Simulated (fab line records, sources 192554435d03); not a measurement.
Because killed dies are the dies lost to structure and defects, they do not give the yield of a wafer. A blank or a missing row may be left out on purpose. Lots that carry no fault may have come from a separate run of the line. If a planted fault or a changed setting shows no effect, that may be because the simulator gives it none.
Code-filled problem report in 8D (eight disciplines) form + flow n5_finfet + the parts of the form that need people (team, actions taken, sign-off) are left out

== 1. WHAT WENT WRONG ==
At N5_BEOL_M6_OCD_MEAS_38, trench_depth_nm averages 64.5 nm over 6 wafers from 2 lots, while fault-free wafers read 94.9 nm, standard deviation 1.6. That is -19 standard deviations from the usual mean.
Earliest sighting: wafer L687.1 on ocd-02 at day 10 21:38. At this step, 18 wafers from 6 lots have a number in the record. By rule, "out" or "out of limits" means more than 4 standard deviations away from the usual mean. All remaining wafers that have a number are taken as sound.

== 2. WHAT IT IS, AND WHAT IT ISN'T ==
| question                    | is                     | is not                                                                   |
|-----------------------------|------------------------|--------------------------------------------------------------------------|
| which readings at this step | trench_depth_nm        | -                                                                        |
| which lots                  | L687, L688             | L679, L681, L698, L701                                                   |
| which wafers of those lots  | all that have a number | -                                                                        |
| read on which gauges        | ocd-01, ocd-02         | -                                                                        |
| when                        | from day 10 21:38      | up to then (6 sound wafers); but 6 sound wafers of L698, L701 came after |

== 3. WHAT RULES OUT EACH SUSPECT ==
Counting: a tool at any process step up to the reading remains a suspect when it ran all the lots that are out and ran no sound lot after the first of those.
- ruled out: the gauge at N5_BEOL_M6_OCD_MEAS_38. Those wafers that are out were read across 2 gauges (ocd-01, ocd-02).
- rie_diel-01 at N5_BEOL_M6_TRENCH_ETCH_37 (etches SiCOH lowk in C4F6/O2, target depth 94.435 nm, time 31.5 s): ruled out as a lasting fault. Sound lots L698 ran on it after its first lot that is out, L687 (day 10 21:29).
Left after counting: nothing in the record.

== 4. THE CAUSE (what the simulator had put in) ==
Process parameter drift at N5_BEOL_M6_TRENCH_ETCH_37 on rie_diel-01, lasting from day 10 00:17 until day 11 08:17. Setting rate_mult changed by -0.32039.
The count ruled it out by mistake, since the rule takes a fault to strike every lot its tool runs from the start of the fault on, and this one did not do so.

== 5. THE CHAIN OF EFFECTS, in route order ==
Each row: a reading whose mean over the struck wafers that have a number lies more than 3 standard deviations from the usual. Readings are gone through only where the record gives a usual standard deviation; hours: the median, over the lots, of the time from a lot's start at the first step in this table giving one to that lot's start at this step; sigmas: the change measured in usual standard deviations.
| hours | step                    | reading          | usual        | on struck wafers | change | sigmas |
|-------|-------------------------|------------------|--------------|------------------|--------|--------|
| 0     | N5_BEOL_M6_OCD_MEAS_38  | trench_depth_nm  | 94.9 nm      | 64.5             | -30.4  | -19    |
| 3     | N5_BEOL_M6_THK_MEAS_53  | M6_THK           | 80.5 nm      | 51.3             | -29.2  | -15    |
| 3     | N5_BEOL_M6_RS_MEAS_57   | M6_RS            | 0.287 ohm/sq | 0.495            | +0.208 | +25    |
| 77    | N5_BEOL_M15_RC_MEAS_101 | SERP_M6          | 13.8 ohm/um  | 23.0             | +9.2   | +18    |
| 77    | N5_BEOL_M15_RC_MEAS_101 | SERP_M6_max_site | 14.3 ohm/um  | 24.4             | +10.1  | +17    |
| 91    | N5_PASSIVATION_PROBE_49 | sort_bin_8_speed | 0.01 %       | 1.09             | +1.08  | +14    |
Process steps it contains:
- N5_PASSIVATION_PROBE_49
Later steps that measure or inspect, where all struck wafers having a row at the step show a number for every such reading and not one has moved that far: N5_BEOL_M6_CD_MEAS_35.

== 6. WHAT WOULD HAVE CAUGHT IT SOONER ==
The first out-of-limits reading at a measuring or inspecting step in this record came at day 10 21:38, 21 hours after the fault's start at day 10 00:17.
Of the tool readings at N5_BEOL_M6_TRENCH_ETCH_37 for which the record gives a usual standard deviation, none was out on any struck wafer, so an alarm limit of 4 standard deviations on them would not have fired.
